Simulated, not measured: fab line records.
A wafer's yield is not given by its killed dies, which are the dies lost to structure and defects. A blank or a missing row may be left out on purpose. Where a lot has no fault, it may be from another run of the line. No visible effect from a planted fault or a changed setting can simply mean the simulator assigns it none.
Which tool did it? -- flow n5Finfet -- 12 lots with 36 wafers sampled at 5 steps, on a route of 1938 steps

== WHAT THE GAUGES SHOWED, per wafer ==
N5_BEOL_M13_THK_MEAS_01.
lot,measured,on,M13_ILD_THK (nm)
L075,day 10 17:33,filmMetro-01,828 815 827
L076,day 10 19:08,filmMetro-01,831 841 856
L079,day 11 20:20,filmMetro-02,831 843 838
L081,day 12 00:14,filmMetro-02,833 849 838
L083,day 13 01:28,filmMetro-01,836 847 835
L086,day 13 11:19,filmMetro-01,837 837 851
L087,day 13 15:55,filmMetro-02,833 859 857
L089,day 14 11:14,filmMetro-01,819 835 834
L090,day 14 17:08,filmMetro-01,830 841 836
L092,day 15 12:55,filmMetro-02,839 835 827
L095,day 16 08:56,filmMetro-01,834 843 849
L096,day 17 03:10,filmMetro-02,840 851 854

== TOOL THAT RAN EACH LOT (tool first, then ch and the chambers of the sampled wafers, then the start) ==
lot,N5_BEOL_M12_VIA_ETCH_16,N5_BEOL_M12_DESCUM_33,N5_BEOL_M12_CMP_49,N5_BEOL_M13_ILD_DEP_00
L075,"rieDiel-02 ch 0,1,2, day 10 12:35","rieDiel-01 ch 0,1,2, day 10 13:25","cmp-01 ch 0,1,3, day 10 16:57","pecvd-02 ch 0,1,2, day 10 17:24"
L076,"rieDiel-03 ch 0,1,2, day 10 14:46","rieDiel-02 ch 1,2,3, day 10 15:58","cmp-02 ch 1,2,3, day 10 18:26","pecvd-01 ch 0,1, day 10 18:56"
L079,"rieDiel-01 ch 0,1,3, day 11 13:43","rieDiel-02 ch 0,2,3, day 11 14:32","cmp-01 ch 1,3, day 11 19:44","pecvd-01 ch 0,2, day 11 20:11"
L081,"rieDiel-02 ch 0,2, day 11 18:58","rieDiel-02 ch 0,2,3, day 11 19:55","cmp-04 ch 1,2, day 11 23:32","pecvd-02 ch 0,2, day 12 00:02"
L083,"rieDiel-03 ch 0,2,3, day 12 19:58","rieDiel-01 ch 0,2,3, day 12 20:49","cmp-01 ch 1,2, day 13 00:52","pecvd-03 ch 0,2, day 13 01:18"
L086,"rieDiel-02 ch 2,3, day 13 06:20","rieDiel-03 ch 1,3, day 13 07:17","cmp-01 ch 1,2, day 13 10:41","pecvd-02 ch 0,1, day 13 11:10"
L087,"rieDiel-02 ch 1,2, day 13 11:15","rieDiel-03 ch 2,3, day 13 12:13","cmp-04 ch 0,1, day 13 15:17","pecvd-03 ch 1,2, day 13 15:46"
L089,"rieDiel-01 ch 1,2, day 14 07:40","rieDiel-03 ch 0,1,3, day 14 08:29","cmp-02 ch 0,1,2, day 14 10:41","pecvd-01 ch 0,1,2, day 14 11:05"
L090,"rieDiel-02 ch 0,1,3, day 14 09:20","rieDiel-02 ch 0,1, day 14 10:20","cmp-04 ch 0,2,3, day 14 16:37","pecvd-02 ch 0,1, day 14 16:59"
L092,"rieDiel-01 ch 0,2,3, day 15 07:39","rieDiel-03 ch 0,1,3, day 15 08:29","cmp-02 ch 2,3, day 15 12:16","pecvd-01 ch 1,2, day 15 12:46"
L095,"rieDiel-02 ch 1,2,3, day 16 03:43","rieDiel-03 ch 2,3, day 16 04:41","cmp-01 ch 0,2, day 16 08:18","pecvd-03 ch 0,1, day 16 08:47"
L096,"rieDiel-02 ch 1,2,3, day 16 23:07","rieDiel-02 ch 1,2, day 17 00:12","cmp-01 ch 0,1,3, day 17 02:35","pecvd-03 ch 0,2, day 17 02:57"
- N5_BEOL_M12_VIA_ETCH_16: etches SiOC in C4F8/O2/Ar, target depth 724.8 nm.
- N5_BEOL_M12_DESCUM_33: chemistry O2, time 7.9 s.
- N5_BEOL_M12_CMP_49: polishes, stops on SiOC, t overpolish 20.6 s, target thk 320 nm.
- N5_BEOL_M13_ILD_DEP_00: deposits SiOC from DEMS/O2, target thk 837.92 nm, time 166.4 s.

== THE ANSWER, worked out from the rows above alone ==
Rule: the lots themselves supply what counts as usual. The widest of any qualifying gaps counts: lots, ordered by their means at a reading, are off when they make up no more than a third of the lots, leave a main group of 4 or more, and stand apart from it by 3 or more times the standard deviation of that group's means. A main group is skipped when, at the precision printed for the reading in the tables above, its means are all equal. A lot without any number at a reading at which 4 lots or more have one is off too. Any other lot the step has rows for is counted as sound.
No lot is off at any reading shown: from this, nothing can be told.

== WHAT WAS PUT IN BY THE SIMULATOR ==
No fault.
